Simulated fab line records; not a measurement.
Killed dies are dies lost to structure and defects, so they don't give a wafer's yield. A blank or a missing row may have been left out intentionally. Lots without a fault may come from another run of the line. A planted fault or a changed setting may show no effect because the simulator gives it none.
Matching of chambers | flow nand harc | 3 sister chambers for NHARC_A_CONTACT_DEP_24 on pecvd-04
The step deposits SiO2, target thk 500 nm. 6 wafers are shown with their chamber, then 12 later ones without.

WAFERS PAIRED WITH THEIR CHAMBERS
wafer  | chamber | throttle valve pct (%) | heater power w (W)
L086.6 | 2       | 16.2                   | 710
L087.3 | 1       | 16.0                   | 499
L087.5 | 0       | 16.6                   | 686
L089.2 | 2       | 16.1                   | 578
L089.3 | 1       | 16.0                   | 511
L089.4 | 0       | 16.6                   | 530

WAFERS MISSING THEIR CHAMBER
wafer  | throttle valve pct (%) | heater power w (W)
L091.2 | 16.1                   | 648
L091.5 | 15.9                   | 459
L091.6 | 16.7                   | 591
L095.3 | 16.6                   | 641
L095.4 | 15.9                   | 471
L095.5 | 16.2                   | 749
L094.2 | 15.9                   | 640
L094.3 | 16.9                   | 658
L094.5 | 16.8                   | 497
L096.1 | 16.9                   | 615
L096.3 | 15.9                   | 492
L096.5 | 16.9                   | 631

EACH ONE'S CHAMBER
wafer  | from the rows above     | in truth
L091.2 | can't be placed: 2 or 1 | 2
L091.5 | 1                       | 1
L091.6 | 0                       | 0
L095.3 | 0                       | 0
L095.4 | 1                       | 1
L095.5 | 2                       | 2
L094.2 | 1                       | 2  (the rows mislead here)
L094.3 | 0                       | 0
L094.5 | 0                       | 0
L096.1 | 0                       | 0
L096.3 | 1                       | 1
L096.5 | 0                       | 0
Correctly placed: 10 of 12. Not placeable from these rows: 1 (in 1, the candidates include the true chamber). Number placed wrongly: 1.
How it was worked out, from the rows above alone: a wafer's distance from a chamber is the root of the sum, over the readings, of the square of ((its reading less the chamber's mean) divided by the reading's scatter). If the next closest chamber is less than 2 further off than the closest, the wafer can't be placed; otherwise it belongs to the closest. For every chamber, the mean is computed from those of its wafers that are shown. How the scatter is found: for the shown wafers, subtract from each reading the mean of its chamber, square and add these, divide the total by (wafers less chambers), then take the root.
